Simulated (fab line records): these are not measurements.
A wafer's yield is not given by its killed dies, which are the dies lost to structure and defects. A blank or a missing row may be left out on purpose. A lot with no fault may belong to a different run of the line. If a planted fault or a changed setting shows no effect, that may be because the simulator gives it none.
The tool behind it: which one? -- flow n5 finfet -- 11 lots, 33 wafers sampled, at 4 steps of a route of 1938

## WHAT THE GAUGES SHOWED, per wafer
N5_HKMG_FIN_OVL_MEAS_50. Usual: NDIPOLE_OVL typically reads 0.1 nm, with standard deviation 0.75.
lot,measured,on,NDIPOLE_OVL (nm),flag
L724,day 3 23:10,overlay-02,0.8 0.5 0.2,
L725,day 4 05:55,overlay-01,1.1 1.1 1.6,
L726,day 4 13:44,overlay-01,-0.3 0.7 0.5,
L728,day 5 02:44,overlay-01,-0.7 -0.2 -0.6,
L731,day 5 19:02,overlay-02,0.2 0.7 0.2,
L732,day 6 02:05,overlay-01,-0.7 -0.9 0.8,
L733,day 6 15:16,overlay-02,-0.4 0.3 0.3,
L739,day 7 17:44,overlay-02,1.2 0.1 1.7,
L742,day 8 17:16,overlay-02,-0.4 0.2 -0.6,
L743,day 8 19:02,overlay-02,0.5 0.6 1.0,
L747,day 9 18:37,overlay-01,1.0 0.4 0.2,

## WHICH TOOL RAN EACH LOT (tool, then ch and the chambers of the sampled wafers, then the start)
lot,N5_SDB_CUT_ETCH_26,N5_SDB_CMP_30,N5_DUMMY_REMOVAL_PRECLEAN_08
L724,"rie si-02 ch 0,2,3, day 3 18:20","cmp-04 ch 0,1,2, day 3 21:15","remote plasma-02 ch 0, day 3 21:52"
L725,"rie si-02 ch 1,2,3, day 4 01:08","cmp-01 ch 0,3, day 4 04:10","remote plasma-01 ch 1, day 4 04:45"
L726,"rie si-02 ch 1,2,3, day 4 08:34","cmp-01 ch 0,3, day 4 11:30","remote plasma-01 ch 0, day 4 12:12"
L728,"rie si-06 ch 1,2, day 4 21:56","cmp-04 ch 0,2,3, day 5 00:52","remote plasma-02 ch 0, day 5 01:29"
L731,"rie si-02 ch 0,1,3, day 5 14:20","cmp-03 ch 0,3, day 5 17:15","remote plasma-02 ch 0, day 5 17:52"
L732,"rie si-02 ch 0,2,3, day 5 21:09","cmp-03 ch 0,1,3, day 6 00:08","remote plasma-02 ch 0, day 6 00:39"
L733,"rie si-04 ch 0,2,3, day 6 10:28","cmp-01 ch 2,3, day 6 13:25","remote plasma-01 ch 0, day 6 13:58"
L739,"rie si-04 ch 1,2,3, day 7 12:22","cmp-01 ch 0,1,2, day 7 15:44","remote plasma-02 ch 0, day 7 16:19"
L742,"rie si-06 ch 0,1,2, day 8 12:25","cmp-03 ch 0,1,3, day 8 15:23","remote plasma-02 ch 0, day 8 15:57"
L743,"rie si-06 ch 0,1,3, day 8 14:06","cmp-03 ch 0,1,2, day 8 17:11","remote plasma-02 ch 1, day 8 17:47"
L747,"rie si-06 ch 0,2, day 9 13:38","cmp-03 ch 2,3, day 9 16:34","remote plasma-01 ch 1, day 9 17:16"
- N5_SDB_CUT_ETCH_26: etches Si in HBr/Cl2/O2, target depth 129.6 nm, bt time 20 s, time 51.8 s.
- N5_SDB_CMP_30: polishes, stops on poly-Si, t overpolish 1.54 s, target thk 30 nm.
- N5_DUMMY_REMOVAL_PRECLEAN_08: cleans in NF3:NH3, afs cycles 2, time 20 s, sublimation time 60 s.

## AS READ BY THE TOOLS THEMSELVES (means over the sampled wafers that have a number; for cases with no such wafer, the mark the record gives instead)
N5_SDB_CUT_ETCH_26. Usual: HBr_flow_sccm 150.0 sccm, standard deviation 0.46; chamber pressure mTorr 9.999 mTorr, standard deviation 0.0096; drypump motor current A 5.8 A, standard deviation 0.31; oes product au 0.999 a.u., standard deviation 0.018; throttle valve pct 37.13 %, standard deviation 0.29.
lot,tool,HBr_flow_sccm (sccm),chamber pressure mTorr (mTorr),drypump motor current A (A),oes product au (a.u.),throttle valve pct (%),flag
L724,rie si-02,149.9,10.009,5.8,0.985,37.02,
L725,rie si-02,149.9,9.995,5.6,0.992,37.27,
L726,rie si-02,149.5,9.998,5.5,0.990,37.28,
L728,rie si-06,150.0,9.994,6.1,1.012,37.18,
L731,rie si-02,150.1,10.001,5.6,0.981,37.25,
L732,rie si-02,150.0,10.000,5.8,0.987,37.02,
L733,rie si-04,149.9,10.002,5.8,1.007,37.11,
L739,rie si-04,150.4,10.017,5.8,1.008,37.13,
L742,rie si-06,150.0,10.002,6.0,1.001,37.02,
L743,rie si-06,149.6,10.003,5.9,1.004,37.03,
L747,rie si-06,149.7,10.002,6.0,1.004,36.85,

N5_SDB_CMP_30. Usual: edge zone pressure frac 1.000, standard deviation 0.0053; motor current A 11.8 A, standard deviation 1.1; overpolish run s 1.540 s, standard deviation 0.0091; time to endpoint s 16.8 s, standard deviation 2.2.
lot,tool,edge zone pressure frac,motor current A (A),overpolish run s (s),time to endpoint s (s),flag
L724,cmp-04,1.001,12.1,1.542,19.7,
L725,cmp-01,1.000,10.3,1.541,19.2,
L726,cmp-01,0.994,11.2,1.544,17.7,
L728,cmp-04,0.999,12.7,1.534,19.5,
L731,cmp-03,1.000,11.4,1.538,12.3,
L732,cmp-03,1.003,12.2,1.549,15.0,
L733,cmp-01,1.000,12.1,1.544,16.6,
L739,cmp-01,1.002,12.4,1.547,15.9,
L742,cmp-03,1.006,12.2,1.540,15.4,
L743,cmp-03,0.999,12.0,1.539,16.9,
L747,cmp-03,0.999,11.0,1.529,17.9,

N5_DUMMY_REMOVAL_PRECLEAN_08. Usual: pressure torr at 3.001 Torr, with a standard deviation of 0.0061.
lot,tool,pressure torr (Torr),flag
L724,remote plasma-02,3.006,
L725,remote plasma-01,2.998,
L726,remote plasma-01,2.988,
L728,remote plasma-02,3.000,
L731,remote plasma-02,-,OFF
L732,remote plasma-02,-,OFF
L733,remote plasma-01,-,OFF
L739,remote plasma-02,3.000,
L742,remote plasma-02,2.996,
L743,remote plasma-02,3.005,
L747,remote plasma-01,3.005,

## THE ANSWER, worked out from the rows above alone
Rule: a lot is off if the mean of its wafers that have a number lies more than 3 standard deviations from the usual mean. Also off: a lot with no number at a reading for which 4 or more lots have one. All remaining lots with rows at the step are treated as sound. Order of review: gauges by route order, followed by the tools' own readings, for which a lot's mean as printed above is used. The first step at which some lot is off is used, and at that step the reading that is off furthest; a lot without a number counts as furthest.
Off, at N5_DUMMY_REMOVAL_PRECLEAN_08 on pressure torr: L731, L732, L733. Without a number there: L731, L732, L733.
If a tool, at that step or one of the process steps before it, ran each lot that is off and ran no sound lot following the first of them, it fits. None of those tried fits.

## WHAT THE SIMULATOR HAD PUT IN
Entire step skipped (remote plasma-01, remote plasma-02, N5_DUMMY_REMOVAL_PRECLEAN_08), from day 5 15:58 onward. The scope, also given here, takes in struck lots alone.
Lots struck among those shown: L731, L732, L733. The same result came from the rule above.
